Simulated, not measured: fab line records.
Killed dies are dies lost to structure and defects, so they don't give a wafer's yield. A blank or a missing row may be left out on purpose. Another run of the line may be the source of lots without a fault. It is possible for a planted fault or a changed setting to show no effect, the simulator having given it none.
Chamber matching | flow n5Finfet | 3 sister chambers for N5_BEOL_M8_CURE_75 on uvCure-01
The step cures SiCOH lowk, time 120 s. 6 wafers are shown with their chamber, then 10 later ones without.

## WAFERS WITH THEIR CHAMBER
wafer  | chamber | wafer_temp_C_max | lampPowerPct (%)
L075.5 | 1       | 373.4            | 52.35
L075.6 | 1       | 373.1            | 52.28
L078.3 | 0       | 371.5            | 52.46
L078.5 | 0       | 372.1            | 52.19
L091.2 | 2       | 371.1            | 52.26
L091.3 | 2       | 371.5            | 52.30

## WAFERS MISSING THEIR CHAMBER
wafer  | wafer_temp_C_max | lampPowerPct (%)
L091.5 | 371.1            | 52.36
L095.2 | 371.5            | 52.33
L095.3 | 371.2            | 52.22
L095.4 | 371.4            | 52.28
L096.2 | 371.1            | 52.36
L096.3 | 371.6            | 52.32
L096.6 | 371.3            | 52.26
L097.2 | 371.4            | 52.37
L097.4 | 371.8            | 52.26
L097.6 | 371.5            | 52.34

## CHAMBER TAKEN BY EACH
wafer  | from the rows above     | in truth
L091.5 | can't be placed: 2 or 0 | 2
L095.2 | can't be placed: 2 or 0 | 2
L095.3 | can't be placed: 2 or 0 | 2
L095.4 | can't be placed: 2 or 0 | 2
L096.2 | can't be placed: 2 or 0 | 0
L096.3 | can't be placed: 0 or 2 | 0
L096.6 | can't be placed: 2 or 0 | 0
L097.2 | can't be placed: 2 or 0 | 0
L097.4 | can't be placed: 0 or 2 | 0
L097.6 | can't be placed: 2 or 0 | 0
Correct placement for 0 of the 10. Unplaceable from these rows: 10, with the true chamber sitting among the candidates in 10. Number placed wrongly: 0.
How it was worked out, from the rows above alone: a wafer's distance from a chamber is the root of the sum, over the readings, of the square of ((its reading less the chamber's mean) divided by the reading's scatter). If the next closest chamber is less than 2 further off than the closest, the wafer can't be placed; otherwise it belongs to the closest. For every chamber, the mean is computed from those of its wafers that are shown. How the scatter is found: for the shown wafers, subtract from each reading the mean of its chamber, square and add these, divide the total by (wafers less chambers), then take the root.
